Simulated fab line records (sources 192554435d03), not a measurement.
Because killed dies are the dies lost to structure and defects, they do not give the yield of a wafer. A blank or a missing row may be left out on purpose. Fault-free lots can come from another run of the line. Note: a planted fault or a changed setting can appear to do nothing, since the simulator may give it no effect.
Which tool did it? ; flow n5-finfet ; 9 lots, 25 wafers sampled, at 6 steps of a route of 1938

## WHAT THE GAUGES READ, wafer by wafer
N5_BEOL_M1_THK_MEAS_01.
lot;measured;on;M1_ILD_THK (nm)
L636;day 5 18:14;film-metro-02;78.1 78.5 79.7
L638;day 6 08:14;film-metro-01;78.2 78.4 77.1
L642;day 7 11:07;film-metro-01;79.6 78.5 78.4
L645;day 8 08:13;film-metro-02;80.1 80.1 81.2
L647;day 9 01:16;film-metro-01;79.5 79.3 80.1
L655;day 10 20:10;film-metro-01;80.1 49.1
L656;day 11 07:25;film-metro-01;47.9 79.7
L658;day 11 15:55;film-metro-02;79.4 79.5 80.9
L659;day 12 00:53;film-metro-01;78.0 79.2 79.5

N5_BEOL_M1_CD_MEAS_11: the cd target is 17.05 nm.
lot;measured;on;cd-nm (nm)
L636;day 6 10:34;cd-sem-03;17.06 16.85 17.15
L638;day 6 10:39;cd-sem-02;17.04 16.92 16.71
L642;day 7 12:04;cd-sem-02;16.69 16.87 17.16
L645;day 8 09:29;cd-sem-01;17.03 16.99 16.91
L647;day 9 02:19;cd-sem-02;17.06 17.21 17.08
L655;day 10 20:50;cd-sem-03;16.94 17.16
L656;day 11 08:31;cd-sem-01;17.08 17.22
L658;day 11 17:16;cd-sem-02;16.80 17.11 16.82
L659;day 12 02:35;cd-sem-01;17.05 16.85 16.94

N5_BEOL_M4_RC_MEAS_101.
lot;measured;on;DIBL_N (mV/V);DIBL_P (mV/V);IOFF_N (nA/um);IOFF_P (nA/um);ION_N (uA/um);ION_P (uA/um);SS_N (mV/dec);SS_P (mV/dec);VT_N (mV);VT_P (mV)
L636;day 9 13:23;prober-02;37.6 35.0 36.7;37.7 34.2 37.0;0.208 0.148 0.181;0.24 0.19 0.23;694 678 676;467 468 460;71.5 71.5 71.1;74.4 73.2 73.8;245 247 247;-250 -250 -248
L638;day 9 19:17;prober-02;40.0 35.2 35.3;39.3 33.5 33.8;0.244 0.147 0.142;0.29 0.18 0.19;701 679 672;475 459 459;72.2 70.7 71.1;74.9 73.0 73.3;244 249 251;-246 -251 -251
L642;day 11 00:16;prober-01;34.5 35.3 35.4;34.7 34.3 34.9;0.136 0.138 0.137;0.18 0.16 0.17;683 655 667;459 444 452;70.8 71.7 71.6;73.2 73.0 72.5;250 251 249;-252 -254 -254
L645;day 11 17:14;prober-01;33.2 35.7 34.5;31.2 34.0 32.1;0.101 0.127 0.107;0.13 0.16 0.14;667 663 642;457 454 443;70.6 71.1 71.7;72.3 73.0 72.6;255 255 258;-259 -256 -259
L647;day 11 12:04;prober-02;34.5 36.2 36.2;35.2 36.6 37.0;0.138 0.164 0.176;0.19 0.21 0.23;680 684 688;469 470 476;71.0 71.9 71.5;72.1 73.2 72.6;252 245 245;-249 -251 -247
L655;day 14 04:00;prober-01;35.2;34.7;0.133;0.21;681;476;70.9;72.9;253;-249
L656;day 14 03:55;prober-02;35.2;34.8;0.145;0.21;676;467;71.3;72.8;251;-248
L658;day 14 13:03;prober-02;37.0 38.2 36.7;38.1 39.0 37.3;0.190 0.210 0.182;0.24 0.25 0.23;696 696 685;478 474 468;70.9 71.6 71.7;74.2 73.7 73.2;244 242 248;-249 -248 -246
L659;day 15 06:53;prober-02;37.4 37.5 36.9;38.5 37.4 37.8;0.181 0.181 0.172;0.25 0.24 0.24;683 694 696;464 476 480;72.0 72.1 71.8;73.1 73.9 73.8;248 246 249;-249 -248 -249

## WHAT TOOL EACH LOT RAN ON (gives the tool, then ch and the chambers of the sampled wafers, and finally the start)
lot;N5_BEOL_M0_STRIP_142;N5_BEOL_M0_SPUTTER_132;N5_BEOL_M1_ILD_DEP_00
L636;rie-diel-05 ch 1,2,3, day 5 15:32;pvd-sputter-02, day 5 16:50;pecvd-01 ch 1,2, day 5 18:11
L638;rie-diel-01 ch 1,3, day 6 05:23;pvd-sputter-01, day 6 06:46;pecvd-04 ch 0,2, day 6 08:10
L642;rie-diel-05 ch 2,3, day 7 06:51;pvd-sputter-01, day 7 09:31;pecvd-01 ch 0,1,2, day 7 11:03
L645;rie-diel-01 ch 0,2,3, day 8 03:52;pvd-sputter-03, day 8 06:39;pecvd-01 ch 1,2, day 8 08:08
L647;rie-diel-03 ch 0,2,3, day 8 21:12;pvd-sputter-02, day 8 23:40;pecvd-01 ch 0,1, day 9 01:11
L655;rie-diel-03 ch 2,3, day 10 16:06;pvd-sputter-03, day 10 17:42;pecvd-01 ch 0,2, day 10 20:06
L656;rie-diel-03 ch 1,3, day 11 03:31;pvd-sputter-02, day 11 05:59;pecvd-01 ch 0, day 11 07:21
L658;rie-diel-03 ch 0,1,3, day 11 12:56;pvd-sputter-01, day 11 14:28;pecvd-03 ch 0,1, day 11 15:50
L659;rie-diel-01 ch 0,2,3, day 11 19:22;pvd-sputter-02, day 11 23:04;pecvd-03 ch 0,1, day 12 00:50
- N5_BEOL_M0_STRIP_142: strips in N2/H2, time 10 s.
- N5_BEOL_M0_SPUTTER_132: material Cu, target thk 4 nm, time 7.37 s.
- N5_BEOL_M1_ILD_DEP_00: deposits SiOC from DEMS/O2, target thk 79 nm, time 15.3 s.

## WHAT THE TOOLS THEMSELVES READ (means of the sampled wafers that have a number; where no wafer has one, the mark that the record gives instead)
N5_BEOL_M0_STRIP_142.
lot;tool;drypump-motor-current-A (A);oes-product-au (a.u.);rf-vpp-V (V);showerhead-plenum-p-Torr (Torr);throttle-valve-pct (%)
L636;rie-diel-05;5.6;0.76;60.0;2.60;23.7
L638;rie-diel-01;6.3;0.93;59.1;2.63;23.7
L642;rie-diel-05;5.5;0.75;58.9;2.64;23.5
L645;rie-diel-01;5.7;0.91;59.4;2.55;23.4
L647;rie-diel-03;5.9;0.79;59.6;2.54;23.5
L655;rie-diel-03;6.0;0.69;57.8;2.45;23.5
L656;rie-diel-03;6.0;0.77;59.9;2.60;23.6
L658;rie-diel-03;5.9;0.81;60.4;2.63;23.5
L659;rie-diel-01;5.7;0.86;59.5;2.54;23.5

N5_BEOL_M0_SPUTTER_132.
lot;tool;chamber-pressure-pa (Pa);susceptor-temp-C (C);throttle-valve-pct (%)
L636;pvd-sputter-02;0.07;-20.01;29.8
L638;pvd-sputter-01;0.07;-20.01;30.1
L642;pvd-sputter-01;0.07;-19.96;31.7
L645;pvd-sputter-03;0.07;-20.01;28.8
L647;pvd-sputter-02;0.07;-19.85;30.4
L655;pvd-sputter-03;0.07;-20.02;30.3
L656;pvd-sputter-02;0.07;-19.81;30.1
L658;pvd-sputter-01;0.07;-20.02;30.4
L659;pvd-sputter-02;0.07;-20.03;29.8

N5_BEOL_M1_ILD_DEP_00.
lot;tool;heater-power-w (W);showerhead-plenum-p-Torr (Torr);susceptor-temp-C (C);throttle-valve-pct (%)
L636;pecvd-01;435;5.687;349.84;11.8
L638;pecvd-04;522;5.681;350.00;11.7
L642;pecvd-01;443;5.700;349.77;11.8
L645;pecvd-01;436;5.700;350.06;12.2
L647;pecvd-01;457;5.706;350.26;11.3
L655;pecvd-01;439;5.712;350.02;11.1
L656;pecvd-01;390;5.709;349.91;11.6
L658;pecvd-03;471;5.693;349.95;13.2
L659;pecvd-03;465;5.692;350.06;13.4

## THE ANSWER, worked out from the rows above alone
Rule: what is usual is taken from the lots themselves. The widest of any qualifying gaps counts: lots, ordered by their means at a reading, are off when they make up no more than a third of the lots, leave a main group of 4 or more, and stand apart from it by 3 or more times the standard deviation of that group's means. The tables above print the reading to a certain number of digits; a main group whose means all agree to those digits is not used. Also off: a lot with no number at a reading for which 4 or more lots have one. Where the step has rows for the other lots, those lots are counted as sound. First the gauges in route order, then the tools' own readings, where a lot's mean is used as printed above. At the first step where some lot is off, the reading lying furthest off is the one used; lots without a number count as furthest.
Off: L655, L656, seen at N5_BEOL_M1_THK_MEAS_01 (M1_ILD_THK). For the main group the mean is 79.2 nm and the standard deviation 0.8.
If a tool, at a process step before that reading, ran all the lots that are off and no sound lot after the first of them, it fits. Gauges at N5_BEOL_M1_THK_MEAS_01: tried the same way as those tools. One fits: N5_BEOL_M1_ILD_DEP_00 on pecvd-01. Its last sound lot is L647 (day 9 01:11), its first lot that is off L655 (day 10 20:06): a fault that began between those two fits.

## WHAT THE SIMULATOR PUT IN
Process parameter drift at N5_BEOL_M1_ILD_DEP_00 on pecvd-01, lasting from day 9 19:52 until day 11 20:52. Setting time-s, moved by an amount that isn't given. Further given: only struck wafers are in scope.
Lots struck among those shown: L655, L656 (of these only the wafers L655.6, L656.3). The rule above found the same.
